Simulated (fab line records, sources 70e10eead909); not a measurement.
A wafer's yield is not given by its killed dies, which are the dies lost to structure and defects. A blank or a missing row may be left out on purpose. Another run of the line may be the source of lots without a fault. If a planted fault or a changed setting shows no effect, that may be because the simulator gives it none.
fab line records | flow nand-harc
[record] lots = 14 | wafers = 42 | last-day = 24
route steps=1159 shown THIN_TSV@1103
lots untouched by any fault: they come from a run of this same line in which no faults occurred
start-h: hours from the record's opening day to when the first of the lot's shown wafers began | wait-h: hours from the lot's prior step to this one | " repeats the value in the row above | L1.1+2: one row covering several wafers at once | - either no value or no given start | * or withheld: withheld | < > ~ a bound
route shown NAME@n: NAME is a module with steps in the file, n the number in the route of the first one | usual: mean/standard deviation taken from wafers without a fault | same: alike in all rows | chamber/n: place in a boat | sites: readings site by site | _std_site: standard deviation of those values | _edge_site: inner sites' mean taken away from outer sites' mean | radius-mm: how far each site lies from the wafer's centre | mask NAME#n: copy n | behind: the most recent tool/chamber to have shaped the wafer | hold: reason for holding the lot/hours on hold/outcome of the hold | device: the n, p or np transistor that did not switch | end of line: the same wafers' tests at the end of the route | a step without rows: its recipe alone | killed: at the first sort, the dies lost to defects and structure; wafer yield is something else | map: a wafer's dies, marking killed ones x, the rest . and places with no die _
set.NAME: setting as actually run; set.NAME@STEP: the setting as run at that earlier step | model.NAME: the simulator's own value behind a step, which no gauge read
route steps across a sampled set of lots; one table per step, one row per wafer
services: when a tool's chamber went out of use (start-h, in hours from the record's first day, below 0 if earlier), for how many hours, and the reason
[[steps]]
[step NHARC_THIN_TSV_THK_MEAS_02]
[recipe] thk-meas-gauge = ir
[usual] thk-nm = 3016/210
lot.wafer | tool          | chamber | start-h | wait-h | thk-nm
L224.1    | film-metro-02 | -       | 417.74  | -      | 3292
L224.2    | "             | -       | "       | "      | 3472
L224.3    | "             | -       | "       | "      | 3165
L225.1    | film-metro-02 | -       | 426.95  | 0.2    | 3138
L225.2    | "             | -       | "       | "      | 2981
L225.4    | "             | -       | "       | "      | 3126
L227.3    | film-metro-02 | -       | 433.83  | -      | 3212
L227.4    | "             | -       | "       | "      | 2950
L227.6    | "             | -       | "       | "      | 2518
L226.1    | film-metro-01 | -       | 435.04  | 0.2    | 3040
L226.3    | "             | -       | "       | "      | 2794
L226.6    | "             | -       | "       | "      | 2734
L229.2    | film-metro-01 | -       | 453.83  | -      | 2987
L229.4    | "             | -       | "       | "      | 2667
L229.6    | "             | -       | "       | "      | 2872
L228.2    | film-metro-01 | -       | 455.02  | -      | 3080
L228.3    | "             | -       | "       | "      | 3168
L228.6    | "             | -       | "       | "      | 3026
L231.1    | film-metro-01 | -       | 474.24  | -      | 2872
L231.4    | "             | -       | "       | "      | 3137
L231.5    | "             | -       | "       | "      | 3215
L234.1    | film-metro-02 | -       | 481.25  | 0.2    | 2985
L234.3    | "             | -       | "       | "      | 3043
L234.6    | "             | -       | "       | "      | 3011
L237.4    | film-metro-02 | -       | 500.98  | 0.2    | 2785
L237.5    | "             | -       | "       | "      | 3048
L237.6    | "             | -       | "       | "      | 2867
L239.2    | film-metro-02 | -       | 502.86  | -      | 2976
L239.3    | "             | -       | "       | "      | 2783
L239.6    | "             | -       | "       | "      | 2936
L244.4    | film-metro-02 | -       | 526.78  | -      | 3399
L244.5    | "             | -       | "       | "      | 3184
L244.6    | "             | -       | "       | "      | 3538
L246.4    | film-metro-01 | -       | 548.00  | -      | 3270
L246.5    | "             | -       | "       | "      | 3155
L246.6    | "             | -       | "       | "      | 3085
L247.1    | film-metro-01 | -       | 551.80  | 0.2    | 3112
L247.4    | "             | -       | "       | "      | 2914
L247.6    | "             | -       | "       | "      | 3473
L245.1    | film-metro-02 | -       | 559.26  | -      | 2914
L245.2    | "             | -       | "       | "      | 2997
L245.5    | "             | -       | "       | "      | 2908
[step NHARC_THIN_TSV_CD_MEAS_12]
[recipe] target-cd-nm = 1000 | landing-energy-ev = 500
[usual] cd-nm = 999.4/2.1
lot.wafer | tool      | chamber | start-h | wait-h | cd-nm
L224.1    | cd-sem-03 | 0       | 418.79  | -      | 996.4
L224.2    | "         | 0       | "       | "      | 997.8
L224.3    | "         | 0       | "       | "      | 997.2
L225.1    | cd-sem-03 | 0       | 427.88  | -      | 997.5
L225.2    | "         | 0       | "       | "      | 998.9
L225.4    | "         | 0       | "       | "      | 1000.0
L227.3    | cd-sem-02 | 0       | 434.90  | -      | 996.6
L227.4    | "         | 0       | "       | "      | 998.2
L227.6    | "         | 0       | "       | "      | 997.6
L226.1    | cd-sem-03 | 0       | 435.97  | -      | 1000.1
L226.3    | "         | 0       | "       | "      | 996.1
L226.6    | "         | 0       | "       | "      | 993.8
L229.2    | cd-sem-03 | 0       | 454.91  | -      | 1001.4
L229.4    | "         | 0       | "       | "      | 996.6
L229.6    | "         | 0       | "       | "      | 998.1
L228.2    | cd-sem-03 | 0       | 455.95  | -      | 998.2
L228.3    | "         | 0       | "       | "      | 997.8
L228.6    | "         | 0       | "       | "      | 999.1
L231.1    | cd-sem-02 | 0       | 475.20  | -      | 1001.5
L231.4    | "         | 0       | "       | "      | 1002.8
L231.5    | "         | 0       | "       | "      | 997.0
L234.1    | cd-sem-03 | 0       | 482.30  | -      | 995.3
L234.3    | "         | 0       | "       | "      | 1000.0
L234.6    | "         | 0       | "       | "      | 999.5
L237.4    | cd-sem-01 | 0       | 501.92  | -      | 999.1
L237.5    | "         | 0       | "       | "      | 996.1
L237.6    | "         | 0       | "       | "      | 997.4
L239.2    | cd-sem-03 | 0       | 503.91  | -      | 999.5
L239.3    | "         | 0       | "       | "      | 999.9
L239.6    | "         | 0       | "       | "      | 1002.1
L244.4    | cd-sem-02 | 0       | 527.84  | -      | 1000.4
L244.5    | "         | 0       | "       | "      | 999.6
L244.6    | "         | 0       | "       | "      | 1002.2
L246.4    | cd-sem-03 | 0       | 549.06  | -      | 1002.8
L246.5    | "         | 0       | "       | "      | 1002.6
L246.6    | "         | 0       | "       | "      | 998.2
L247.1    | cd-sem-03 | 0       | 552.86  | -      | 1000.8
L247.4    | "         | 0       | "       | "      | 999.9
L247.6    | "         | 0       | "       | "      | 1002.5
L245.1    | cd-sem-01 | 0       | 560.31  | -      | 999.9
L245.2    | "         | 0       | "       | "      | 995.8
L245.5    | "         | 0       | "       | "      | 994.4
[step NHARC_THIN_TSV_PEB_31]
[recipe] peb-temp-c = 118 | peb-time-s = 85
[usual] chill-plate-temp-C = 22.99/0.1 | exhaust-pa = 45.2/0.86
lot.wafer | tool           | chamber | start-h | wait-h | chill-plate-temp-C | exhaust-pa
L224.1    | litho-track-07 | 0       | 424.82  | 0.1    | 22.99              | 44.3
L224.2    | "              | 0       | "       | "      | 22.97              | 44.5
L224.3    | "              | 0       | "       | "      | 22.97              | 45.5
L225.1    | litho-track-03 | 0       | 433.75  | 0.1    | 23.08              | 45.4
L225.2    | "              | 0       | "       | "      | 23.23              | 46.0
L225.4    | "              | 0       | "       | "      | 22.93              | 46.2
L227.3    | litho-track-03 | 0       | 440.81  | 0.1    | 23.06              | 46.1
L227.4    | "              | 0       | "       | "      | 22.86              | 46.1
L227.6    | "              | 0       | "       | "      | 22.92              | 45.2
L226.1    | litho-track-03 | 0       | 441.92  | 0.1    | 22.92              | 45.6
L226.3    | "              | 0       | "       | "      | 22.88              | 46.1
L226.6    | "              | 0       | "       | "      | 22.98              | 45.7
L229.2    | litho-track-03 | 0       | 460.65  | 0.1    | 23.10              | 45.6
L229.4    | "              | 0       | "       | "      | 23.02              | 45.3
L229.6    | "              | 0       | "       | "      | 22.97              | 45.6
L228.2    | litho-track-05 | 0       | 461.92  | 0.1    | 22.78              | 44.1
L228.3    | "              | 0       | "       | "      | 22.96              | 45.0
L228.6    | "              | 0       | "       | "      | 22.84              | 44.4
L231.1    | litho-track-03 | 0       | 481.06  | 0.1    | 23.03              | 44.8
L231.4    | "              | 0       | "       | "      | 23.12              | 45.5
L231.5    | "              | 0       | "       | "      | 23.13              | 45.8
L234.1    | litho-track-05 | 0       | 488.21  | 0.1    | 22.84              | 45.2
L234.3    | "              | 0       | "       | "      | 22.96              | 45.0
L234.6    | "              | 0       | "       | "      | 23.02              | 43.7
L237.4    | litho-track-03 | -       | 507.68  | 0.0    | -                  | -
L237.5    | "              | -       | "       | "      | -                  | -
L237.6    | "              | -       | "       | "      | -                  | -
L239.2    | litho-track-07 | -       | 509.93  | 0.1    | -                  | -
L239.3    | "              | -       | "       | "      | -                  | -
L239.6    | "              | -       | "       | "      | -                  | -
L244.4    | litho-track-07 | 0       | 533.66  | 0.0    | 23.13              | 45.7
L244.5    | "              | 0       | "       | "      | 23.12              | 46.3
L244.6    | "              | 0       | "       | "      | 23.12              | 45.1
L246.4    | litho-track-03 | 0       | 554.76  | 0.0    | 22.89              | 44.6
L246.5    | "              | 0       | "       | "      | 23.00              | 44.5
L246.6    | "              | 0       | "       | "      | 22.99              | 44.9
L247.1    | litho-track-07 | 0       | 558.67  | 0.1    | 23.18              | 45.3
L247.4    | "              | 0       | "       | "      | 23.25              | 43.9
L247.6    | "              | 0       | "       | "      | 23.18              | 45.2
L245.1    | litho-track-05 | 0       | 566.86  | 0.1    | 22.83              | 44.6
L245.2    | "              | 0       | "       | "      | 22.97              | 44.5
L245.5    | "              | 0       | "       | "      | 22.95              | 43.4
[step NHARC_THIN_TSV_CD_MEAS_33]
[recipe] target-cd-nm = 5000 | landing-energy-ev = 500
[usual] cd-nm = 4998.9/2.1
lot.wafer | tool      | chamber | start-h | wait-h | cd-nm
L224.1    | cd-sem-01 | 0       | 424.91  | -      | 4998.0
L224.2    | "         | 0       | "       | "      | 4998.1
L224.3    | "         | 0       | "       | "      | 4999.7
L225.1    | cd-sem-02 | 0       | 433.84  | -      | 4998.4
L225.2    | "         | 0       | "       | "      | 5000.7
L225.4    | "         | 0       | "       | "      | 4997.5
L227.3    | cd-sem-02 | 0       | 440.91  | -      | 4996.5
L227.4    | "         | 0       | "       | "      | 4999.1
L227.6    | "         | 0       | "       | "      | 4999.8
L226.1    | cd-sem-02 | 0       | 442.01  | -      | 5000.2
L226.3    | "         | 0       | "       | "      | 5000.4
L226.6    | "         | 0       | "       | "      | 5000.9
L229.2    | cd-sem-02 | 0       | 460.74  | -      | 5000.2
L229.4    | "         | 0       | "       | "      | 4998.5
L229.6    | "         | 0       | "       | "      | 5000.2
L228.2    | cd-sem-01 | 0       | 462.01  | -      | 4995.9
L228.3    | "         | 0       | "       | "      | 4997.7
L228.6    | "         | 0       | "       | "      | 4999.7
L231.1    | cd-sem-02 | 0       | 481.15  | -      | 5002.1
L231.4    | "         | 0       | "       | "      | 4998.0
L231.5    | "         | 0       | "       | "      | 4998.9
L234.1    | cd-sem-02 | 0       | 488.30  | -      | 4997.4
L234.3    | "         | 0       | "       | "      | 4996.8
L234.6    | "         | 0       | "       | "      | 4999.1
L237.4    | cd-sem-03 | 0       | 507.78  | -      | -
L237.5    | "         | 0       | "       | "      | -
L237.6    | "         | 0       | "       | "      | -
L239.2    | cd-sem-03 | 0       | 510.03  | -      | -
L239.3    | "         | 0       | "       | "      | -
L239.6    | "         | 0       | "       | "      | -
L244.4    | cd-sem-02 | 0       | 533.76  | -      | 4998.1
L244.5    | "         | 0       | "       | "      | 5000.7
L244.6    | "         | 0       | "       | "      | 4997.7
L246.4    | cd-sem-02 | 0       | 554.86  | -      | 4999.4
L246.5    | "         | 0       | "       | "      | 5001.3
L246.6    | "         | 0       | "       | "      | 4998.1
L247.1    | cd-sem-02 | 0       | 558.76  | -      | 5000.6
L247.4    | "         | 0       | "       | "      | 4999.8
L247.6    | "         | 0       | "       | "      | 4999.2
L245.1    | cd-sem-03 | 0       | 566.95  | -      | 4995.9
L245.2    | "         | 0       | "       | "      | 4997.3
L245.5    | "         | 0       | "       | "      | 4997.1
[[services]]
tool           | chamber | start-h | hours | kind
litho-track-05 | -       | 412.01  | 7.0   | pm
litho-track-07 | -       | 539.00  | 7.0   | pm
litho-track-03 | -       | 563.00  | 7.0   | pm
[[key]]
[first-sign] step = NHARC_THIN_TSV_PEB_31 | reading = tool-record | direction = missing
effect none on later readings
met-at NHARC_THIN_TSV_PEB_31
struck-lots L237,L239
later-rows-left-out L237.4,L237.5,L237.6,L239.2,L239.3,L239.6
sort-left-out L237.4,L237.5,L237.6,L239.2,L239.3,L239.6
not-acting-at NHARC_THIN_TSV_THK_MEAS_02,NHARC_THIN_TSV_CD_MEAS_12,NHARC_THIN_TSV_CD_MEAS_33
onset-between 481.06 507.68
[fault] kind = skipped-step-whole | tool = litho-track-03,litho-track-07 | chamber = - | onset-h = 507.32 | steps = NHARC_THIN_TSV_PEB_31 | scope = struck-lots-only
// sort-left-out: the simulated sort isn't trusted on such a fault, so these wafers' sort isn't shown, and their yield isn't known
// later-rows-left-out: the simulator's readings of these wafers behind a module that went badly wrong aren't trusted and aren't shown, but for the sort
